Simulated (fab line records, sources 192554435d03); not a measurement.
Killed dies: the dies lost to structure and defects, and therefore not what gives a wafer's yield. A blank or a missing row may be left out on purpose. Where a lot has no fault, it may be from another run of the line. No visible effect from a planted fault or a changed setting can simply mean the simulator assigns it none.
Split-lot experiment | flow n5 finfet | route with 1938 steps; 7 lots, 39 wafers read

ON THE SPLIT
At N5_DUMMY_GATE_ETCH_31 (etches SiO2 in C4F6/O2, target depth 82.5 nm, time 27.5 s), the setting target depth a was moved away from the recipe's 825 angstrom on 15 of the 39 wafers read, by -11.2% to +7.7%. For the rest of the wafers, this setting stayed at what the recipe calls for.

Reading taken at the split's own step.

THE READING
SOC_of_DUMMY_GATE_COAT_34.thk nm (the simulator's own value, which no gauge read), in nm, at N5_DUMMY_GATE_ETCH_31 (etches SiO2 in C4F6/O2, target depth 82.5 nm, time 27.5 s). The file gives no usual value for it. The 24 wafers here that ran the recipe average 52.0 nm, standard deviation 0.25 nm.

wafer  | tool, chamber at the split | target depth a as run, angstrom | against the recipe | SOC_of_DUMMY_GATE_COAT_34.thk nm, nm | against lot-mates on the recipe
L077.1 | rie diel-06, 2             | 749.3                           | -9.2%              | 52.6                                 | +0.9
L077.2 | rie diel-06, 0             | 825                             | recipe             | 51.6                                 | -
L077.3 | rie diel-06, 1             | 749.3                           | -9.2%              | 52.6                                 | +0.9
L077.4 | rie diel-06, 3             | 749.3                           | -9.2%              | 52.6                                 | +0.9
L077.5 | rie diel-06, 3             | 825                             | recipe             | 52                                   | -
L077.6 | rie diel-06, 0             | 825                             | recipe             | 51.6                                 | -
L079.1 | rie diel-06, 3             | 766.3                           | -7.1%              | 53                                   | +0.7
L079.2 | rie diel-06, 2             | 766.3                           | -7.1%              | 52.8                                 | +0.5
L079.3 | rie diel-06, 1             | 766.3                           | -7.1%              | 53.2                                 | +0.9
L079.4 | rie diel-06, 0             | 825                             | recipe             | 52.4                                 | -
L079.5 | rie diel-06, 0             | 825                             | recipe             | 52.2                                 | -
L079.6 | rie diel-06, 3             | 825                             | recipe             | 52.4                                 | -
L080.1 | rie diel-05, 0             | 825                             | recipe             | 51.8                                 | -
L080.2 | rie diel-05, 2             | 825                             | recipe             | 51.8                                 | -
L080.3 | rie diel-05, 1             | 825                             | recipe             | 52                                   | -
L080.4 | rie diel-05, 3             | 862.9                           | +4.6%              | 51.4                                 | -0.5
L080.5 | rie diel-05, 3             | 862.9                           | +4.6%              | 51.6                                 | -0.3
L080.6 | rie diel-05, 2             | 862.9                           | +4.6%              | 51.4                                 | -0.5
L083.1 | rie diel-05, 3             | 888.2                           | +7.7%              | 51.2                                 | -0.5
L083.2 | rie diel-05, 2             | 825                             | recipe             | 51.8                                 | -
L083.3 | rie diel-05, 0             | 825                             | recipe             | 51.6                                 | -
L083.4 | rie diel-05, 1             | 888.2                           | +7.7%              | 51                                   | -0.7
L083.5 | rie diel-05, 3             | 888.2                           | +7.7%              | 51                                   | -0.7
L083.6 | rie diel-05, 2             | 825                             | recipe             | 51.6                                 | -
L088.1 | rie diel-02, 0             | 825                             | recipe             | 52                                   | -
L088.2 | rie diel-02, 2             | 825                             | recipe             | 52                                   | -
L088.3 | rie diel-02, 3             | 825                             | recipe             | 51.8                                 | -
L088.4 | rie diel-02, 0             | 825                             | recipe             | 52                                   | -
L088.5 | rie diel-02, 2             | 825                             | recipe             | 52.4                                 | -
L088.6 | rie diel-02, 3             | 825                             | recipe             | 52                                   | -
L089.1 | rie diel-05, 2             | 732.9                           | -11.2%             | 52.8                                 | +0.6
L089.2 | rie diel-05, 3             | 825                             | recipe             | 52.2                                 | -
L089.3 | rie diel-05, 0             | 732.9                           | -11.2%             | 52.8                                 | +0.6
L089.4 | rie diel-05, 1             | 825                             | recipe             | 52.2                                 | -
L089.5 | rie diel-05, 3             | 732.9                           | -11.2%             | 53.2                                 | +1.0
L089.6 | rie diel-05, 2             | 825                             | recipe             | 52.2                                 | -
L090.1 | rie diel-06, 2             | 825                             | recipe             | 51.8                                 | -
L090.2 | rie diel-06, 0             | 825                             | recipe             | 52                                   | -
L090.3 | rie diel-06, 1             | 825                             | recipe             | 52                                   | -

FIT RESULTS
A straight line over all 39 wafers: SOC_of_DUMMY_GATE_COAT_34.thk nm changes by -0.0984 nm for each +1% of target depth a; r = -0.89; the points scatter about the line by 0.25 nm.
The same after taking each lot's own level away (the mean of its wafers on the recipe; 39 wafers): -0.0804 nm for each +1%; r = -0.94; scatter 0.15 nm.
On that fit, the largest move of target depth a shifts the reading by 0.9 nm.
From 51.67 to 52.33 nm: that is the span of the lots' own levels, equal to 2.7 times the standard deviation above.
Thus the slope moves with the lot-to-lot level: the two fits are different.
Check: for one of the wafers moved furthest among these (-11.2%), held out of the fit, the line's prediction against its lot-mates is +0.945 nm. It came out at +0.6 nm against them.

OTHER SPLITS APPLIED TO THESE WAFERS
Other splits were also applied to these wafers ahead of the reading. Each is held against what the fit with the lots' levels taken away leaves over:
other split on the same wafers | wafers away from the commonest value | r with SOC_of_DUMMY_GATE_COAT_34.thk nm (lot level and that fit taken away)
N5_DUMMY_GATE_ETCH_37 source w | 15                                   | +0.01

THE WHOLE CHAIN: every reading that the file lists as answering this split, in the file's order
step                  | what it does                                              | reading                                                                           | change (the file's fit)                | r (the file's)
N5_DUMMY_GATE_ETCH_31 | etches SiO2 in C4F6/O2, target depth 82.5 nm, time 27.5 s | etch.depth nm (the simulator's own value, which no gauge read)                    | +0.8 nm for each +1% of the setting    | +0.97
N5_DUMMY_GATE_ETCH_31 | etches SiO2 in C4F6/O2, target depth 82.5 nm, time 27.5 s | SOC_of_DUMMY_GATE_COAT_34.thk nm (the simulator's own value, which no gauge read) | -0.0805 nm for each +1% of the setting | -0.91

THE FILE'S OWN FIT
SOC_of_DUMMY_GATE_COAT_34.thk nm changes by -0.0805 nm for each +1% of target depth a, r = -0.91.
